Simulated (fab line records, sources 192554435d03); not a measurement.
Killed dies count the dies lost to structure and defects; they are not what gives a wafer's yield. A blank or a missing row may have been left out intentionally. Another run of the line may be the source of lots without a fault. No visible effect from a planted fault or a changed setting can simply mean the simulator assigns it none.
Struck lot and sound lot, side by side    flow n5Finfet    17 out of 1938 route steps
Sound: wafers L509.1, L509.2, L509.5. The struck wafers were L527.4, L527.5, L527.6. At the end, the cause is stated.
For every step that has rows: the tool of each side, followed by ch and its chambers, followed by its first start. Under that, the readings that differ: sound wafers    struck wafers    difference of the means    sigmas: that difference in standard deviations of wafers without a fault.
alike: a reading whose means differ by less than 2 such deviations, as well as words and numbers matching on both sides. not compared: withheld readings; readings where some wafer has no value; bounds like >300 that might hide an equal value; numbers whose values overlap and for which the record gives no deviation.
Wherever a step has rows on one side only, a row that says differs or no value, or a row with sigmas, the two part there. Numbers that have no deviation but don't overlap get no sigmas and don't part them. A reading that every wafer of one side lacks parts them only if that side has two wafers or more.

first, 8 steps without rows for these wafers: N5_PASSIVATION_HMDS_03 (time 60 s); N5_PASSIVATION_COAT_04; N5_PASSIVATION_EBR_06; N5_PASSIVATION_SOFTBAKE_05 (time 90 s); N5_PASSIVATION_EXPOSE_07 (exposes mask TV, defocus 0 nm, target cd 3000 nm); N5_PASSIVATION_PEB_08; N5_PASSIVATION_DEVELOP_09 (develop time 60 s); N5_PASSIVATION_HARDBAKE_11 (time 120 s).
N5_PASSIVATION_CD_MEAS_10: target cd 3000 nm.
  sound on cdSem-01 ch 0, day 13 12:53; struck on cdSem-01 ch 0, day 18 19:01
reading    sound                 struck                difference  sigmas
cdNm (nm)  2997.3 2995.7 2993.3  3000.4 2999.3 3000.0  +4.5        +2
N5_PASSIVATION_OVL_MEAS_60:
  sound on overlay-01 ch 0, day 13 12:55; struck on overlay-01 ch 0, day 18 19:02
  alike: TV_OVL
N5_PASSIVATION_INSPECT_61: inspects for defects (macro).
  struck on defectInspect-02, day 18 19:04; sound on defectInspect-01, day 13 12:57
  alike: rawDefectCount
N5_PASSIVATION_DESCUM_12: chemistry O2, time 7.9 s.
  sound on rieDiel-06 ch 0,2,3, day 13 13:06; struck on rieDiel-05 ch 1,2, day 18 19:50
  alike: chamberPressureMTorr, drypumpMotorCurrentA, oesProductAu, rfFwdPowerW, rfVppV, showerheadPlenumPTorr, throttleValvePct
  not compared: rfHoursCounterH
N5_PASSIVATION_PASS_ETCH_74: etches SiNx in CF4/O2, target depth 220 nm, time 110 s.
  sound on rieDiel-06 ch 0,2,3, day 13 13:10; struck on rieDiel-05 ch 1,2, day 18 19:53
reading                        sound              struck             difference  sigmas
rfFwdPowerW (W)                528.6 530.5 532.0  403.0 402.8 403.8  -127.2      -71
rfVppV (V)                     248 238 242        280 278 287        +39         +9
throttleValvePct (%)           16.26 16.10 16.23  15.65 15.65 15.67  -0.54       -2
model.etch.depthNm (nm)        216.7 221.4 209.6  181.2 181.6 174.6  -36.8       
model.TV_OPEN.cdOffsetNm (nm)  -0.2 -0.2 0.6      1.6 2 2.4          +1.9        
  alike: chamberPressureMTorr, drypumpMotorCurrentA, oesProductAu, showerheadPlenumPTorr
  not compared: rfHoursCounterH, model.coat_of_PASSIVATION_COAT_04.thkNm
N5_PASSIVATION_VIA_ETCH_13: etches SiO2 in CHF3/O2, target depth 660 nm, time 330 s.
  sound on rieDiel-06 ch 0,2,3, day 13 13:15; struck on rieDiel-05 ch 1,2, day 18 19:59
  alike: chamberPressureMTorr, drypumpMotorCurrentA, etchRfOnTimeS, oesProductAu, rfFwdPowerW, rfVppV, showerheadPlenumPTorr, throttleValvePct
  not compared: rfHoursCounterH, model.coat_of_PASSIVATION_COAT_04.thkNm
N5_PASSIVATION_STRIP_14: strips in O2.
  sound on rieDiel-06 ch 0,2,3, day 13 13:27; struck on rieDiel-05 ch 1,2, day 18 20:11
reading               sound              struck             difference  sigmas
throttleValvePct (%)  16.93 16.72 16.95  16.33 16.36 16.53  -0.46       -2
  alike: chamberPressureMTorr, drypumpMotorCurrentA, oesProductAu, rfVppV, showerheadPlenumPTorr
  not compared: rfHoursCounterH
N5_PASSIVATION_ETCH_15: etches SiCN in CF4/N2, target depth 75 nm, time 81.2 s.
  sound on rieDiel-06 ch 0,2,3; struck on rieDiel-05 ch 1,2
reading                        sound      struck       difference  sigmas
model.TV_OPEN.cdOffsetNm (nm)  2.2 2 2.4  3.6 3.8 3.6  +1.5        
  alike: chamberPressureMTorr, drypumpMotorCurrentA, oesProductAu, rfFwdPowerW, rfVppV, showerheadPlenumPTorr, throttleValvePct
  not compared: rfHoursCounterH
then, 1 step without rows for these wafers: N5_PASSIVATION_STRIP_73 (strips in post etch residue remover, time 60 s).

== WHERE THEY PART ==
Earliest at N5_PASSIVATION_CD_MEAS_10; latest, in this record, at N5_PASSIVATION_STRIP_14. Later steps at which nothing parts them and some readings are alike: N5_PASSIVATION_ETCH_15.

WHY: the cause the simulator had injected
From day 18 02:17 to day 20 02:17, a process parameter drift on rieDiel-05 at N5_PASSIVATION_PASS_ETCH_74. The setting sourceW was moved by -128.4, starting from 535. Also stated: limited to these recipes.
